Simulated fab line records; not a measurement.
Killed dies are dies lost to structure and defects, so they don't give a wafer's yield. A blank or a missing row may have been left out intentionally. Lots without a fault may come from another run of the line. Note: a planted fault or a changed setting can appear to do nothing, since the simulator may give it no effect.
2 desks, one fault || flow n5 finfet || each desk holds nothing but its own numbers, with what lay behind them at the end

THE TOOL OWNER'S DESK: litho track-03
The tool's own readings at N5_BEOL_M13_COAT_65 (time 60 s, resist thk 350 nm): means of the sampled wafers that have a number, for each lot that ran on this tool. Any lot whose mean is over 4 standard deviations away from the usual mean is out of limits and marked OUT; that distance is given in the brackets.
Columns: A = chill plate temp C at N5_BEOL_M13_COAT_65, usual 23.02 C; B = heater power total W at N5_BEOL_M13_COAT_65, usual 500.5 W; C = plate temp C at N5_BEOL_M13_COAT_65, usual 249.96 C
{"lot": "L610", "first seen here": "day 13 11:17", "A": 22.87, "B": 500.2, "C": 249.93}
{"lot": "L609", "first seen here": "day 14 15:08", "A": 22.93, "B": 500.0, "C": 249.86}
{"lot": "L615", "first seen here": "day 15 00:16", "A": 22.96, "B": 501.5, "C": 250.15}
{"lot": "L621", "first seen here": "day 16 11:44", "A": 22.97, "B": "457.8 (-24) OUT", "C": "232.47 (-97) OUT"}
{"lot": "L622", "first seen here": "day 17 10:37", "A": 23.10, "B": "457.8 (-24) OUT", "C": "232.65 (-96) OUT"}
This desk finds L621, L622 out of limits, L621 being first, at day 16 11:44 (heater power total W at N5_BEOL_M13_COAT_65). Within limits: L610, L609, L615.

FROM THE METROLOGY DESK
Means of the sampled wafers that have a number, per lot and without regard to the tool the lot ran on: this is what the gauges read. Any lot whose mean is over 4 standard deviations away from the usual mean is out of limits and marked OUT; that distance is given in the brackets.
Columns: A = M13_ILD_THK at N5_BEOL_M13_THK_MEAS_01, usual 839 nm
{"lot": "L604", "first seen here": "day 10 20:07", "A": 834}
{"lot": "L606", "first seen here": "day 11 19:00", "A": 847}
{"lot": "L610", "first seen here": "day 13 09:56", "A": 828}
{"lot": "L609", "first seen here": "day 14 14:03", "A": 838}
{"lot": "L615", "first seen here": "day 14 23:17", "A": 844}
{"lot": "L621", "first seen here": "day 16 10:47", "A": 848}
{"lot": "L626", "first seen here": "day 17 09:07", "A": 841}
{"lot": "L622", "first seen here": "day 17 09:32", "A": 840}
{"lot": "L625", "first seen here": "day 17 15:31", "A": 828}
{"lot": "L627", "first seen here": "day 17 17:16", "A": 845}
This desk's finding: nothing out of limits on any of the 10 lots.

ALL TOGETHER
At day 16 11:44, on L621, L622, the tool owner's desk was in a position to raise an alarm.
The metrology desk saw nothing out of limits.
The metrology desk holds a record of L621, L622, inside its limits.
All the named lots went through N5_BEOL_M13_COAT_65 on litho track-03.

WHAT THE SIMULATOR HAD PUT IN
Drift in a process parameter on litho track-03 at N5_BEOL_M13_COAT_65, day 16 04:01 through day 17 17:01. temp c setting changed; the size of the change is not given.
Shown lots that were struck: L621, L622.
Time in hours from fault onset to the first out-of-limits reading at each desk: the tool owner's desk, 8.
